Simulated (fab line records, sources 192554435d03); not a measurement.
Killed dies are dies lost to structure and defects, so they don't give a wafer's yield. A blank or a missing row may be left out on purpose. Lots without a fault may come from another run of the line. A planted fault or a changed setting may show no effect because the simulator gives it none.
fab line records | flow n5_finfet | part 1 of 2: steps 1 to 20 of 26
record lots=5 wafers=15 last_day=17
route steps=1938 shown BEOL_M0_SAQP@672
lots that met no fault: from a run of the same line without faults
start_h: hours from the record's first day to the start of the lot's first wafer shown | wait_h: hours since the lot's step before | " the same as in the row above | L1.1+2: a row that stands for several wafers | - no value, or no start given | * or withheld: withheld | < > ~ a bound
route shown NAME@n: a module of which the file shows steps, and the number in the route of the first | usual: mean/standard deviation of fault-free wafers | same: alike in all rows | chamber/n: place in a boat | sites: the reading at each site | _std_site: their standard deviation | _edge_site: outer sites' mean less inner sites' | radius_mm: how far each site lies from the wafer's centre | mask NAME#n: copy n | behind: the tool/chamber that last shaped the wafer | hold: why the lot was held/for how many hours/how that ended | device: the transistor (n, p or np) that didn't switch | end of line: the same wafers' tests at the end of the route | a step without rows: its recipe alone | killed: dies lost to structure and defects at the first sort, not the wafer's yield | map: a wafer's dies, x killed, . not, _ none there
set.NAME: the setting as run; set.NAME@STEP: as run at that earlier step | model.NAME: the simulator's own value behind a step, which no gauge read
lots at some steps of the route; a table a step, a row a wafer
services: from which hour (start_h, from the record's first day; less than 0 if before it) a tool's chamber was out of use, for how many hours, and why
## steps
# step N5_BEOL_M0_SAQP_ETCH_106
# recipe chemistry=N2/H2 target=SOC target_depth_a=1500 stop_on=SiNx ion_energy_ev=100 bias_w=61 pressure_mtorr=30 source_w=850 n2_flow_sccm=200 h2_flow_sccm=200
# usual drypump_motor_current_A=5.7/0.35 oes_product_au=0.77/0.057 rf_vpp_V=240.6/1.4 showerhead_plenum_p_Torr=2.54/0.082 throttle_valve_pct=17.79/0.25
# columns lot.wafer tool chamber start_h wait_h drypump_motor_current_A oes_product_au rf_hours_counter_h rf_vpp_V showerhead_plenum_p_Torr throttle_valve_pct
L080.1 rie_diel-03 1 145.56 - 5.4 0.81 95 241.2 2.55 17.51
L080.4 " 0 " " 5.7 0.87 34 242.2 2.70 17.97
L080.6 " 3 " " 5.9 0.71 - 240.6 2.53 18.03
L081.1 rie_diel-03 2 153.86 - 5.7 0.76 140 242.2 2.64 18.00
L081.3 " 3 " " 5.9 0.71 208 241.2 2.53 18.01
L081.4 " 1 " " 5.3 0.80 98 241.2 2.55 17.52
L089.1 rie_diel-04 2 203.35 - 6.0 0.69 220 239.7 2.42 18.05
L089.2 " 1 " " 5.7 0.86 67 239.7 2.46 17.47
L089.6 " 2 " " 6.1 0.69 - 238.4 2.42 18.05
L090.1 rie_diel-03 0 204.79 - 5.7 0.85 51 242.2 2.69 18.01
L090.2 " 1 " " 5.3 0.80 112 241.4 2.54 17.51
L090.5 " 1 " " 5.4 0.80 - 240.6 2.54 17.53
L092.2 rie_diel-01 0 216.26 - 5.8 0.83 60 241.9 2.59 17.57
L092.3 " 1 " " 5.9 0.71 202 239.2 2.44 18.24
L092.5 " 1 " " 5.9 0.71 - 239.8 2.44 18.22
# step N5_BEOL_M0_SAQP_ETCH_107
# recipe chemistry=CH3F/O2 target=SiNx target_depth_a=300 mask_material=SOC pressure_mtorr=30 source_w=395 bias_w=73 Ar_flow_sccm=150 CH3F_flow_sccm=30 O2_flow_sccm=20 ion_energy_ev=120
# usual drypump_motor_current_A=5.7/0.35 oes_ar_750_au=0.78/0.056 oes_product_au=0.78/0.059 rf_vpp_V=300/8.9 showerhead_plenum_p_Torr=2.00/0.072 throttle_valve_pct=16.36/0.23
# columns lot.wafer tool chamber start_h wait_h drypump_motor_current_A oes_ar_750_au oes_product_au rf_hours_counter_h rf_vpp_V showerhead_plenum_p_Torr throttle_valve_pct
L080.1 rie_diel-03 1 145.62 0.0 5.4 0.82 0.82 95 300 2.04 16.28
L080.4 " 0 " " 5.7 0.88 0.90 34 310 2.12 16.49
L080.6 " 3 " " 5.9 0.74 0.71 - 291 2.00 16.61
L081.1 rie_diel-03 2 153.92 0.0 5.7 0.78 0.78 140 309 2.11 16.78
L081.3 " 3 " " 5.9 0.74 0.72 208 291 2.00 16.61
L081.4 " 1 " " 5.4 0.82 0.81 98 300 2.04 16.28
L089.1 rie_diel-04 2 203.41 0.0 6.0 0.71 0.70 220 293 1.89 16.44
L089.2 " 1 " " 5.7 0.87 0.88 67 302 1.95 16.14
L089.6 " 2 " " 6.0 0.71 0.70 - 291 1.89 16.44
L090.1 rie_diel-03 0 204.85 0.0 5.7 0.86 0.87 51 310 2.11 16.51
L090.2 " 1 " " 5.4 0.80 0.81 112 300 2.04 16.31
L090.5 " 1 " " 5.4 0.81 0.80 - 301 2.04 16.32
L092.2 rie_diel-01 0 216.32 0.0 5.8 0.83 0.82 60 311 2.04 16.13
L092.3 " 1 " " 5.9 0.72 0.74 202 302 1.91 16.61
L092.5 " 1 " " 5.9 0.71 0.74 - 303 1.91 16.60
# step N5_BEOL_M0_SAQP_STRIP_108
# recipe chemistry=N2/H2 power_w=500 temp_c=40 pressure_mtorr=50 rf_frequency_hz=6e+07 overash_fraction=0.3 bias_power_w=28 h2_frac=0.5 n2_flow_sccm=300 h2_flow_sccm=300
# usual bias_power_w=27.99/0.091 drypump_motor_current_A=5.7/0.35 oes_product_au=0.78/0.06 power_w=499.9/1.5 rf_vpp_V=121.7/1 showerhead_plenum_p_Torr=3.35/0.1 throttle_valve_pct=18.9/0.38
# columns lot.wafer tool chamber start_h wait_h bias_power_w drypump_motor_current_A oes_product_au power_w rf_hours_counter_h rf_vpp_V showerhead_plenum_p_Torr throttle_valve_pct
L080.1 rie_diel-03 1 145.66 0.0 27.93 5.4 0.81 498.6 95 121.2 3.37 18.6
L080.4 " 0 " " 28.08 5.7 0.89 499.5 34 122.3 3.56 19.0
L080.6 " 3 " " 27.96 5.9 0.71 501.5 - 122.3 3.34 19.2
L081.1 rie_diel-03 2 153.96 0.0 27.92 5.6 0.76 498.2 140 122.9 3.48 18.8
L081.3 " 3 " " 28.04 5.9 0.71 499.6 208 120.7 3.34 19.2
L081.4 " 1 " " 28.10 5.4 0.82 502.0 98 122.2 3.37 18.6
L089.1 rie_diel-04 2 203.45 0.0 27.96 6.0 0.70 500.7 220 119.2 3.21 19.3
L089.2 " 1 " " 27.88 5.7 0.87 500.4 67 122.4 3.26 18.5
L089.6 " 2 " " 27.78 6.0 0.70 498.3 - 121.9 3.21 19.3
L090.1 rie_diel-03 0 204.89 0.0 27.96 5.7 0.87 501.9 51 123.9 3.55 19.0
L090.2 " 1 " " 27.84 5.4 0.81 498.8 112 122.6 3.36 18.6
L090.5 " 1 " " 27.89 5.4 0.82 501.2 - 122.9 3.36 18.6
L092.2 rie_diel-01 0 216.36 0.0 28.08 5.8 0.82 497.7 60 120.9 3.42 18.8
L092.3 " 1 " " 27.93 5.9 0.72 499.3 202 122.1 3.23 19.8
L092.5 " 1 " " 27.91 5.9 0.72 502.1 - 121.5 3.23 19.8
# step N5_BEOL_M0_SAQP_RECESS_109
# recipe chemistry=HF/NH3 target=SiO2 target_depth_a=30 afs_cycles=1 temp_c=30 sublimation_temp_c=180 sublimation_time_s=60
# usual drypump_motor_current_A=5.8/0.74
# columns lot.wafer tool chamber start_h wait_h drypump_motor_current_A
L080.1 vapor_etch-02 1 145.72 0.0 6.8
L080.4 " 0 " " 5.3
L080.6 " 1 " " 6.8
L081.1 vapor_etch-01 1 154.02 0.0 4.9
L081.3 " 1 " " 4.9
L081.4 " 0 " " 6.3
L089.1 vapor_etch-01 0 203.52 0.0 6.3
L089.2 " 1 " " 4.9
L089.6 " 1 " " 4.9
L090.1 vapor_etch-01 1 204.96 0.0 4.9
L090.2 " 0 " " 6.3
L090.5 " 1 " " 4.9
L092.2 vapor_etch-02 0 216.42 0.0 5.3
L092.3 " 1 " " 6.7
L092.5 " 1 " " 6.8
# step N5_BEOL_M0_SAQP_SPACER2_ALD_26
# recipe material=SiO2 target_thk_a=150 temp_c=300 ald_precursor_family=BDEAS ald_co_reactant=O2-plasma pulse_time_s=1 purge_time_s=2 co_reactant_purge_time_s=2 pressure_torr=2
# usual heater_power_w=473/32 precursor_pulse_height_rel=1.000/0.02
# columns lot.wafer tool chamber start_h wait_h heater_power_w precursor_pulse_height_rel
L080.1 ald_sin-01 3 145.86 0.1 513 1.004
L080.4 " 1 " " 496 1.010
L080.6 " 0 " " 519 1.011
L081.1 ald_sin-01 3 154.16 0.1 527 0.996
L081.3 " 2 " " 496 1.020
L081.4 " 1 " " 488 1.024
L089.1 ald_sin-02 3 203.66 0.1 473 1.008
L089.2 " 2 " " 443 0.988
L089.6 " 0 " " 452 0.971
L090.1 ald_sin-04 0 205.10 0.1 463 0.983
L090.2 " 3 " " 515 1.003
L090.5 " 1 " " 475 1.013
L092.2 ald_sin-01 0 216.57 0.1 516 1.014
L092.3 " 1 " " 506 0.995
L092.5 " 0 " " 512 0.997
# step N5_BEOL_M0_SAQP_SPACER2_ETCHBACK_27
# recipe chemistry=CHF3/O2 mode=anisotropic_etchback target=SiO2 target_depth_a=225 time_s=11.25 pressure_mtorr=30 source_w=650 bias_w=170 Ar_flow_sccm=200 CHF3_flow_sccm=50 O2_flow_sccm=5 ion_energy_ev=200
# usual CHF3_flow_sccm=50.02/0.15 drypump_motor_current_A=5.80/0.27 oes_ar_750_au=0.78/0.05 oes_product_au=0.78/0.054 rf_vpp_V=529/15 showerhead_plenum_p_Torr=2.43/0.086 throttle_valve_pct=19.00/0.21
# columns lot.wafer tool chamber start_h wait_h CHF3_flow_sccm drypump_motor_current_A oes_ar_750_au oes_product_au rf_hours_counter_h rf_vpp_V showerhead_plenum_p_Torr throttle_valve_pct
L080.1 rie_diel-01 3 146.41 0.3 50.03 5.69 0.77 0.77 130 513 2.32 19.06
L080.4 " 2 " " 50.08 6.32 0.76 0.75 167 523 2.52 18.98
L080.6 " 3 " " 50.10 5.71 0.78 0.77 - 514 2.32 19.05
L081.1 rie_diel-03 1 154.71 0.3 50.06 5.36 0.82 0.82 99 528 2.46 18.83
L081.3 " 2 " " 50.10 5.65 0.78 0.78 140 542 2.53 19.29
L081.4 " 3 " " 49.86 5.90 0.73 0.71 208 512 2.41 19.14
L089.1 rie_diel-03 3 204.21 0.3 49.99 5.87 0.73 0.70 223 512 2.40 19.16
L089.2 " 2 " " 49.87 5.62 0.78 0.78 154 542 2.53 19.31
L089.6 " 1 " " 49.94 5.33 0.81 0.82 - 528 2.45 18.84
L090.1 rie_diel-01 3 205.65 0.3 50.05 5.70 0.76 0.75 148 512 2.32 19.07
L090.2 " 1 " " 50.23 5.93 0.72 0.73 199 532 2.30 19.07
L090.5 " 3 " " 50.21 5.68 0.76 0.75 - 512 2.32 19.07
L092.2 rie_diel-01 1 217.12 0.3 50.30 5.91 0.71 0.73 202 530 2.30 19.06
L092.3 " 2 " " 50.00 6.36 0.74 0.74 187 524 2.51 19.00
L092.5 " 1 " " 50.06 5.90 0.72 0.74 - 532 2.30 19.08
# step N5_BEOL_M0_SAQP_MANDREL2_REMOVE_110
# recipe chemistry=HBr/Cl2/O2 bt_time_s=10 target=a-Si stop_on=SiCN endpoint=OES-SiCl over_etch_frac=1 icp_w=600 bias_w=30 HBr_flow_sccm=150 Cl2_flow_sccm=80 O2_flow_sccm=5 pressure_mtorr=10
# usual drypump_motor_current_A=5.7/0.47 oes_product_au=1.001/0.016 throttle_valve_pct=36.5/0.32
# columns lot.wafer tool chamber start_h wait_h drypump_motor_current_A oes_product_au rf_hours_counter_h throttle_valve_pct
L080.1 rie_si-02 1 146.50 0.1 4.9 0.989 14 35.9
L080.4 " 3 " " 6.0 1.018 6 36.5
L080.6 " 3 " " 6.0 1.019 - 36.6
L081.1 rie_si-06 2 154.80 0.1 6.1 1.012 119 36.7
L081.3 " 1 " " 5.7 1.014 102 36.5
L081.4 " 3 " " 5.7 1.001 155 36.7
L089.1 rie_si-02 0 204.30 0.1 5.5 0.976 108 36.3
L089.2 " 1 " " 4.8 0.985 15 35.9
L089.6 " 2 " " 5.8 1.010 - 37.0
L090.1 rie_si-02 3 205.74 0.1 6.0 1.025 7 36.6
L090.2 " 0 " " 5.5 0.984 108 36.4
L090.5 " 1 " " 4.8 0.985 - 35.9
L092.2 rie_si-01 1 217.20 0.1 5.1 0.972 5 36.2
L092.3 " 3 " " 6.5 1.015 0 36.8
L092.5 " 3 " " 6.4 1.017 - 36.8
# step N5_BEOL_M0_SAQP_CD_MEAS_29
# recipe target_cd_nm=14.4 landing_energy_ev=1000 detector=se_inlens
# usual cd_nm=15.06/0.24
# columns lot.wafer tool chamber start_h wait_h cd_nm
L080.1 cd_sem-01 0 146.61 0.1 14.41
L080.4 " 0 " " 14.60
L080.6 " 0 " " 15.07
L081.1 cd_sem-02 0 154.91 0.1 14.93
L081.3 " 0 " " 15.18
L081.4 " 0 " " 14.62
L089.1 cd_sem-01 0 204.41 0.1 14.90
L089.2 " 0 " " 15.33
L089.6 " 0 " " 14.98
L090.1 cd_sem-01 0 205.85 0.1 15.00
L090.2 " 0 " " 15.15
L090.5 " 0 " " 14.87
L092.2 cd_sem-02 0 217.31 0.1 15.10
L092.3 " 0 " " 15.12
L092.5 " 0 " " 15.25
# step N5_BEOL_M0_SAQP_COAT_69
# recipe resist=SOC temp_c=250 time_s=60 spin_rpm=1500 resist_thk_nm=90
# usual heater_power_total_W=500.4/1.7
# columns lot.wafer tool chamber start_h wait_h heater_power_total_W
L080.1 litho_track-03 0 146.64 0.0 500.6
L080.4 " 0 " " 500.9
L080.6 " 0 " " 501.7
L081.1 litho_track-01 0 154.95 0.0 502.3
L081.3 " 0 " " 498.5
L081.4 " 0 " " 497.8
L089.1 litho_track-03 0 204.44 0.0 502.0
L089.2 " 0 " " 501.7
L089.6 " 0 " " 499.9
L090.1 litho_track-01 0 205.88 0.0 497.8
L090.2 " 0 " " 502.3
L090.5 " 0 " " 500.4
L092.2 litho_track-04 0 217.35 0.0 503.0
L092.3 " 0 " " 503.2
L092.5 " 0 " " 501.9
# step N5_BEOL_M0_SAQP_COAT_72
# recipe resist=SiARC temp_c=220 time_s=60 spin_rpm=1500 resist_thk_nm=15
# usual heater_power_total_W=427.5/2.3
# columns lot.wafer tool chamber start_h wait_h heater_power_total_W
L080.1 litho_track-03 0 - - 429.4
L080.4 " 0 " " 428.4
L080.6 " 0 " " 424.8
L081.1 litho_track-01 0 - - 426.4
L081.3 " 0 " " 430.9
L081.4 " 0 " " 425.7
L089.1 litho_track-03 0 - - 425.3
L089.2 " 0 " " 427.9
L089.6 " 0 " " 424.0
L090.1 litho_track-01 0 - - 430.7
L090.2 " 0 " " 429.1
L090.5 " 0 " " 427.6
L092.2 litho_track-04 0 - - 428.5
L092.3 " 0 " " 424.7
L092.5 " 0 " " 426.0
# step N5_BEOL_M0_SAQP_COAT_87
# recipe resist=underlayer temp_c=205 time_s=60 spin_rpm=1500 resist_thk_nm=5
# usual heater_power_total_W=391.8/1.4
# columns lot.wafer tool chamber start_h wait_h heater_power_total_W
L080.1 litho_track-03 0 - - 393.7
L080.4 " 0 " " 389.7
L080.6 " 0 " " 389.9
L081.1 litho_track-01 0 - - 389.4
L081.3 " 0 " " 392.5
L081.4 " 0 " " 390.1
L089.1 litho_track-03 0 - - 391.4
L089.2 " 0 " " 393.6
L089.6 " 0 " " 391.2
L090.1 litho_track-01 0 - - 393.3
L090.2 " 0 " " 394.1
L090.5 " 0 " " 391.3
L092.2 litho_track-04 0 - - 393.4
L092.3 " 0 " " 393.0
L092.5 " 0 " " 389.7
# step N5_BEOL_M0_SAQP_COAT_34
# recipe resist=CAR-EUV spin_rpm=1500 resist_thk_nm=30
# columns lot.wafer tool chamber start_h wait_h
L080.1+4+6 litho_track-03 0 - -
L081.1+3+4 litho_track-01 0 - -
L089.1+2+6 litho_track-03 0 - -
L090.1+2+5 litho_track-01 0 - -
L092.2+3+5 litho_track-04 0 - -
# step N5_BEOL_M0_SAQP_EBR_36
# recipe solvent=PGMEA ebr_width_mm=1.5
# same ebr_width_mm=1.5
# columns lot.wafer tool chamber start_h wait_h
L080.1+4+6 litho_track-03 0 - -
L081.1+3+4 litho_track-01 0 - -
L089.1+2+6 litho_track-03 0 - -
L090.1+2+5 litho_track-01 0 - -
L092.2+3+5 litho_track-04 0 - -
# step N5_BEOL_M0_SAQP_SOFTBAKE_35
# recipe temp_c=110 time_s=60 resist=CAR-EUV
# usual heater_power_total_W=175.4/1.6
# columns lot.wafer tool chamber start_h wait_h heater_power_total_W
L080.1 litho_track-03 0 - - 177.2
L080.4 " 0 " " 173.0
L080.6 " 0 " " 173.4
L081.1 litho_track-01 0 - - 173.0
L081.3 " 0 " " 174.0
L081.4 " 0 " " 174.5
L089.1 litho_track-03 0 - - 177.1
L089.2 " 0 " " 177.3
L089.6 " 0 " " 177.2
L090.1 litho_track-01 0 - - 175.8
L090.2 " 0 " " 177.6
L090.5 " 0 " " 173.9
L092.2 litho_track-04 0 - - 177.0
L092.3 " 0 " " 176.9
L092.5 " 0 " " 177.2
# step N5_BEOL_M0_SAQP_EXPOSE_37
# recipe mask_id=M0_CUT1 na=0.33 source_shape=annular sigma_inner=0.35 sigma_outer=0.8 polarization=unpolarized target_cd_nm=30 dose_mj=44.75
# columns lot.wafer tool chamber start_h wait_h mask
L080.1+4+6 euv_scanner-01 0 146.78 - M0_CUT1#0
L081.1+3+4 euv_scanner-02 0 155.21 - M0_CUT1#0
L089.1+2+6 euv_scanner-02 0 204.58 - M0_CUT1#0
L090.1+2+5 euv_scanner-02 0 206.02 - M0_CUT1#0
L092.2+3+5 euv_scanner-01 0 217.62 - M0_CUT1#0
# step N5_BEOL_M0_SAQP_PEB_38
# recipe peb_temp_c=100 peb_time_s=60 resist=CAR-EUV
# usual heater_power_total_W=154.0/1.1
# columns lot.wafer tool chamber start_h wait_h heater_power_total_W
L080.1 litho_track-03 0 146.85 0.1 154.0
L080.4 " 0 " " 155.2
L080.6 " 0 " " 153.3
L081.1 litho_track-01 0 155.28 0.1 153.1
L081.3 " 0 " " 155.4
L081.4 " 0 " " 153.0
L089.1 litho_track-01 0 204.65 0.1 155.3
L089.2 " 0 " " 154.5
L089.6 " 0 " " 155.7
L090.1 litho_track-01 0 206.08 0.1 155.3
L090.2 " 0 " " 153.1
L090.5 " 0 " " 155.4
L092.2 litho_track-04 0 217.68 0.1 155.5
L092.3 " 0 " " 155.6
L092.5 " 0 " " 154.1
# step N5_BEOL_M0_SAQP_DEVELOP_39
# recipe develop_time_s=30 developer=TMAH resist=CAR-EUV rinse_liquid=surfactant_rinse dry=air_spin dev_temp_c=23
# usual developer_temp_C=23.01/0.086
# columns lot.wafer tool chamber start_h wait_h developer_temp_C
L080.1 litho_track-03 0 - - 22.97
L080.4 " 0 " " 23.08
L080.6 " 0 " " 22.92
L081.1 litho_track-01 0 - - 23.13
L081.3 " 0 " " 23.08
L081.4 " 0 " " 23.06
L089.1 litho_track-01 0 - - 22.82
L089.2 " 0 " " 23.02
L089.6 " 0 " " 22.91
L090.1 litho_track-01 0 - - 23.00
L090.2 " 0 " " 23.09
L090.5 " 0 " " 22.98
L092.2 litho_track-04 0 - - 23.03
L092.3 " 0 " " 22.85
L092.5 " 0 " " 22.90
# step N5_BEOL_M0_SAQP_CD_MEAS_40
# recipe target_cd_nm=30 landing_energy_ev=500 detector=se_inlens
# usual cd_nm=29.99/0.29
# columns lot.wafer tool chamber start_h wait_h cd_nm
L080.1 cd_sem-03 0 146.91 - 30.43
L080.4 " 0 " " 29.46
L080.6 " 0 " " 29.74
L081.1 cd_sem-01 0 155.34 - 30.41
L081.3 " 0 " " 30.12
L081.4 " 0 " " 30.13
L089.1 cd_sem-02 0 204.71 - 29.77
L089.2 " 0 " " 29.78
L089.6 " 0 " " 30.05
L090.1 cd_sem-01 0 206.15 - 30.22
L090.2 " 0 " " 30.05
L090.5 " 0 " " 30.21
L092.2 cd_sem-02 0 217.75 - 29.96
L092.3 " 0 " " 29.87
L092.5 " 0 " " 29.70
# step N5_BEOL_M0_SAQP_OVL_MEAS_41
# recipe points_per_wafer=522
# usual M0_CUT1_OVL=-0.2/0.7
# columns lot.wafer tool chamber start_h wait_h M0_CUT1_OVL[nm]
L080.1 overlay-02 0 146.94 0.0 0.3
L080.4 " 0 " " -0.9
L080.6 " 0 " " 0.1
L081.1 overlay-01 0 155.37 0.0 0.0
L081.3 " 0 " " -0.1
L081.4 " 0 " " -0.6
L089.1 overlay-01 0 204.74 0.0 0.7
L089.2 " 0 " " 0.4
L089.6 " 0 " " 0.5
L090.1 overlay-01 0 206.18 0.0 -0.6
L090.2 " 0 " " 0.4
L090.5 " 0 " " -0.4
L092.2 overlay-01 0 217.78 0.0 1.5
L092.3 " 0 " " 0.6
L092.5 " 0 " " 0.7
# step N5_BEOL_M0_SAQP_INSPECT_42
# recipe mode=adi inspect_instrument=brightfield
# usual raw_defect_count=296/98
# columns lot.wafer tool chamber start_h wait_h raw_defect_count
L080.1 defect_inspect-02 - 147.00 0.1 276
L080.4 " - " " 270
L080.6 " - " " 319
L081.1 defect_inspect-02 - 155.43 0.1 305
L081.3 " - " " 198
L081.4 " - " " 316
L089.1 defect_inspect-01 - 204.80 0.1 234
L089.2 " - " " 193
L089.6 " - " " 239
L090.1 defect_inspect-02 - 206.24 0.1 292
L090.2 " - " " 297
L090.5 " - " " 413
L092.2 defect_inspect-01 - 217.83 0.0 322
L092.3 " - " " 353
L092.5 " - " " 484
